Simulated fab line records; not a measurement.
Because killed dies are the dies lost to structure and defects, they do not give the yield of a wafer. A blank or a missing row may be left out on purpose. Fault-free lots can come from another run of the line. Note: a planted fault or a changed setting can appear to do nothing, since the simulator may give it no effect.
Struck lot and sound lot, side by side || flow n5_finfet || 40 steps out of a route of 1938
Sound: these wafers, L934.3, L934.5, L934.6. Struck: wafer L925.2. (L925.4 of the same lot was not struck and is left out.) The cause comes at the end.
Per side, at each step with rows, come the tool, then ch with its chambers, and then its first start. Under that, the readings that differ: sound wafers || struck wafers || difference of the means || sigmas: that difference in standard deviations of wafers without a fault.
alike: readings with means less than 2 such deviations apart, plus words and numbers identical on both sides. not compared: withheld readings, readings lacking a value on some wafer, bounds such as >300 that could conceal the same value, and numbers that have no deviation in the record and whose values overlap.
The two part at a step that has a row with sigmas, a row that says differs or no value, or rows on one side only. When numbers do not overlap yet have no deviation, they are printed without sigmas and do not part them. Lack of a reading on every wafer of one side parts them only where that side has two or more wafers.

first, 11 steps without rows for these wafers: N5_HKMG_FIN_STRIP_60 (strips in N2/H2, time 360 s); N5_HKMG_FIN_WET_ETCH_77 (etches La2O3 in dHCl, stops on HfO2, target depth 2 nm); N5_HKMG_FIN_WET_ETCH_78 (etches Al2O3 in dNH4OH, stops on La2O3, target depth 4.5 nm, rinse time 30 s); N5_HKMG_FIN_ALD_79 (deposits TiN, target thk 1.5 nm, pulse time 1 s, purge time 3 s); N5_HKMG_FIN_CVD_62 (deposits a-Si from Si2H6, target thk 3 nm, time 20.8 s); N5_HKMG_FIN_RTA_80 (time 2 s); N5_HKMG_FIN_PRECLEAN_64 (cleans in dHF, time 30 s); N5_HKMG_FIN_WET_ETCH_65 (etches a-Si in TMAH, stops on TiN, time 49 s, target depth 3 nm); N5_HKMG_FIN_WET_ETCH_81 (etches TiN in SC1, stops on HfO2, time 57 s, target depth 6 nm); N5_HKMG_FIN_WET_ETCH_82 (etches La2O3 in dHCl, stops on HfO2, target depth 2 nm, rinse time 30 s); N5_HKMG_FIN_ALD_36 (deposits TiN, target thk 1 nm, pulse time 1 s, purge time 3 s).
N5_HKMG_FIN_PWFM_ALD_03: deposits TiN, target thk 2 nm, pulse time 1 s, purge time 3 s.
  sound on ald_metal-02 ch 0,1, day 8 07:02; struck on ald_metal-04 ch 1, day 6 05:17
{"reading": "ald_cycles", "sound": "91 91 91", "struck": 162, "difference": "+71", "sigmas": ""}
{"reading": "model.TiN_of_HKMG_FIN_PWFM_ALD_03.thk_nm (nm)", "sound": "2 2 2", "struck": 3.6, "difference": "+1.6", "sigmas": ""}
  alike: heater_power_w, precursor_pulse_height_rel
  not compared: since_wet_clean_h
then, 26 steps without rows for these wafers: N5_HKMG_FIN_COAT_29 (time 60 s, resist thk 300 nm); N5_HKMG_FIN_COAT_30 (time 60 s, resist thk 35 nm); N5_HKMG_FIN_COAT_06 (resist thk 90 nm); N5_HKMG_FIN_EBR_08; N5_HKMG_FIN_SOFTBAKE_07 (time 60 s); N5_HKMG_FIN_EXPOSE_09 (exposes mask NWFM); N5_HKMG_FIN_PEB_10 (peb time 60 s); N5_HKMG_FIN_DEVELOP_11 (develop time 30 s); N5_HKMG_FIN_DESCUM_17 (chemistry O2, time 7.9 s); N5_HKMG_FIN_ETCH_31 (etches SiARC in CF4, target depth 45.5 nm, time 75.8 s); N5_HKMG_FIN_ETCH_32 (etches SOC in N2/H2, target depth 240 nm, time 300 s); N5_HKMG_FIN_STRIP_33 (strips in N2/H2); N5_HKMG_FIN_STRIP_34 (strips in CF4); N5_HKMG_FIN_ETCH_35 (etches SOC in N2/H2, target depth 215.8 nm, time 243.4 s); N5_HKMG_FIN_STRIP_92 (strips SOC in N2/H2, time 20 s); N5_HKMG_FIN_WET_ETCH_18 (etches TiN in SC1, time 55 s, target depth 5.2 nm, rinse time 30 s); N5_HKMG_FIN_STRIP_19 (strips in N2/H2, time 360 s); N5_HKMG_FIN_ALD_91 (deposits TiN, target thk 1 nm, pulse time 1 s, purge time 3 s); N5_HKMG_FIN_COAT_85 (time 60 s, resist thk 300 nm); N5_HKMG_FIN_ETCH_86 (etches SOC in N2/H2, stops on TiN, target depth 393.2 nm); N5_HKMG_FIN_STRIP_89 (strips SOC in N2/H2, time 20 s); N5_HKMG_FIN_WET_ETCH_87 (etches TiN in SC1, time 154.2 s, target depth 4.7 nm, rinse time 30 s); N5_HKMG_FIN_STRIP_88 (strips in N2/H2, time 360 s); N5_HKMG_FIN_NWFM_ALD_20 (deposits TiAlC, target thk 2 nm, pulse time 3 s, purge time 2 s); N5_HKMG_FIN_ALD_71 (deposits TiN, target thk 1 nm, pulse time 1 s, purge time 3 s); N5_HKMG_FIN_COAT_66 (time 60 s, resist thk 300 nm).
-- record jumps: 4 days separate the struck wafers' starts on either side; left off in module HKMG_FIN, taken up again in module BEOL_M4, whose first shown step is the route's number 1111 --
N5_BEOL_M4_RC_MEAS_101:
  sound on prober-02 ch 0, day 12 12:52; struck on prober-01 ch 0, day 9 17:59
{"reading": "IOFF_N (nA/um)", "sound": "0.289 0.147 0.167", "struck": 0.047, "difference": -0.154, "sigmas": -6}
{"reading": "IOFF_N_85C (nA/um)", "sound": "5.1 2.9 3.2", "struck": 1.1, "difference": -2.6, "sigmas": -6}
{"reading": "IOFF_N_LIN (nA/um)", "sound": "0.115 0.068 0.075", "struck": 0.022, "difference": -0.064, "sigmas": -7}
{"reading": "IOFF_N_LONG (nA/um)", "sound": "6.2e-05 6.23e-05 6.19e-05", "struck": 2.94e-05, "difference": -3.27e-05, "sigmas": -13}
{"reading": "IOFF_P (nA/um)", "sound": "0.32 0.18 0.20", "struck": 1.27, "difference": "+1.04", "sigmas": "+35"}
{"reading": "IOFF_P_85C (nA/um)", "sound": "5.1 3.2 3.5", "struck": 16.5, "difference": "+12.6", "sigmas": "+29"}
{"reading": "IOFF_P_LIN (nA/um)", "sound": "0.136 0.091 0.099", "struck": 0.596, "difference": "+0.487", "sigmas": "+44"}
{"reading": "IOFF_P_LONG (nA/um)", "sound": "0.000104 0.00011 0.000105", "struck": 0.000312, "difference": "+0.000206", "sigmas": "+21"}
{"reading": "ION_N (uA/um)", "sound": "697 673 676", "struck": 605, "difference": -77, "sigmas": -8}
{"reading": "ION_P (uA/um)", "sound": "471 462 456", "struck": 539, "difference": "+76", "sigmas": "+10"}
{"reading": "VT_N (mV)", "sound": "239.8 249.2 246.7", "struck": 281.9, "difference": "+36.7", "sigmas": "+12"}
{"reading": "VT_N_LONG (mV)", "sound": "271.6 270.7 272.4", "struck": 308.6, "difference": "+37.0", "sigmas": "+18"}
{"reading": "VT_N_LVT (mV)", "sound": "90.7 99.5 96.8", "struck": 128.9, "difference": "+33.2", "sigmas": "+12"}
{"reading": "VT_P (mV)", "sound": "-246 -253 -251", "struck": -200, "difference": "+50", "sigmas": "+16"}
{"reading": "VT_P_LONG (mV)", "sound": "-276 -272 -274", "struck": -234, "difference": "+40", "sigmas": "+12"}
{"reading": "VT_P_LVT (mV)", "sound": "-94.2 -101.0 -99.0", "struck": -47.2, "difference": "+50.9", "sigmas": "+19"}
  alike: DIBL_N, DIBL_P, SS_N, SS_P
-- record jumps: 4 days separate the struck wafers' starts on either side; left off in module BEOL_M4, taken up again in module PASSIVATION, whose first shown step is the route's number 1936 --
N5_PASSIVATION_PROBE_49:
  rows exist in the record for the struck wafers here (prober-02, day 14 01:58), but not for the sound ones

WHERE THEY PART
At N5_BEOL_M4_RC_MEAS_101 first; at N5_PASSIVATION_PROBE_49 last (within this record only).

WHY: the cause the simulator had injected
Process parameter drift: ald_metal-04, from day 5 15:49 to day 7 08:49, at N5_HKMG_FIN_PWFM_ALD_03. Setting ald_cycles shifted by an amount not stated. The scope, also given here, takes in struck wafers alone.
